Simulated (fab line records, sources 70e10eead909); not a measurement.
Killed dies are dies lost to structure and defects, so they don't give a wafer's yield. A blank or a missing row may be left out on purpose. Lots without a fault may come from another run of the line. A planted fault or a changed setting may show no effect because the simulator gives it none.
Which tool did it? | flow nand_harc | 6 lots, 18 wafers sampled, at 5 steps of a route of 1302

WHAT THE GAUGES READ, wafer by wafer
NHARC_END_SORT_01.
lot | measured | on | killed_at_array

WHICH TOOL RAN EACH LOT (tool, then ch and the chambers of the sampled wafers, then the start)
lot  | NHARC_A_WL_FILL_ETCHBACK_04       | NHARC_A_WL_FILL_ETCHBACK_05       | NHARC_A_WL_FILL_ETCHBACK_16                   | NHARC_A_WL_FILL_ETCHBACK_17
L505 | rie_metal-03 ch 0,1, day 22 03:18 | rie_metal-03 ch 0,1, day 22 03:32 | rie_diel-07 ch 0,1,2, day 22 13:57 or earlier | rie_metal-03 ch 0,1, day 22 13:57
L507 | rie_metal-01 ch 0,1, day 23 22:02 | rie_metal-01 ch 0,1, day 23 22:16 | rie_diel-07 ch 2,3, day 24 08:35 or earlier   | rie_metal-03 ch 0,1, day 24 08:35
L511 | rie_metal-01 ch 0,1, day 25 18:25 | rie_metal-01 ch 0,1, day 25 18:37 | rie_diel-03 ch 0,2,3, day 26 06:30 or earlier | rie_metal-01 ch 0,1, day 26 06:30
L515 | rie_metal-02 ch 0,1, day 27 03:03 | rie_metal-02 ch 0,1, day 27 03:17 | rie_diel-07 ch 0,1,3, day 27 13:39 or earlier | rie_metal-03 ch 0,1, day 27 13:39
L520 | rie_metal-02 ch 0,1, day 28 21:02 | rie_metal-02 ch 0,1, day 28 21:17 | rie_diel-03 ch 1,3, day 29 09:14 or earlier   | rie_metal-02 ch 0,1, day 29 09:14
L522 | rie_metal-01 ch 0,1, day 29 04:13 | rie_metal-01 ch 0,1, day 29 04:28 | rie_diel-13 ch 0,1,3, day 29 14:20 or earlier | rie_metal-01 ch 0,1, day 29 14:20
- NHARC_A_WL_FILL_ETCHBACK_04: etches the open film in NF3, target depth 60 nm, time 120 s.
- NHARC_A_WL_FILL_ETCHBACK_05: etches the open film in Cl2/BCl3, target depth 22 nm, time 60 s.
- NHARC_A_WL_FILL_ETCHBACK_16: etches the open film in C4F8/O2/Ar, target depth 120 nm, time 24 s.
- NHARC_A_WL_FILL_ETCHBACK_17: etches the open film in Cl2/BCl3, target depth 4 nm, time 26.7 s.

THE ANSWER, worked out from the rows above alone
Rule: what is usual is taken from the lots themselves. Put in order of their means at a reading, lots are off if they are a third of the lots or fewer, leave a main group of 4 or more, and stand apart from it by a gap of 3 or more times the standard deviation of the main group's means; of several such gaps the widest counts. A main group whose means are all the same, to the digits that the tables above print for the reading, isn't used. A lot without any number at a reading at which 4 lots or more have one is off too. The other lots that the step has rows for count as sound.
No lot is off at any reading shown: from this, nothing can be told.

WHAT THE SIMULATOR HAD PUT IN
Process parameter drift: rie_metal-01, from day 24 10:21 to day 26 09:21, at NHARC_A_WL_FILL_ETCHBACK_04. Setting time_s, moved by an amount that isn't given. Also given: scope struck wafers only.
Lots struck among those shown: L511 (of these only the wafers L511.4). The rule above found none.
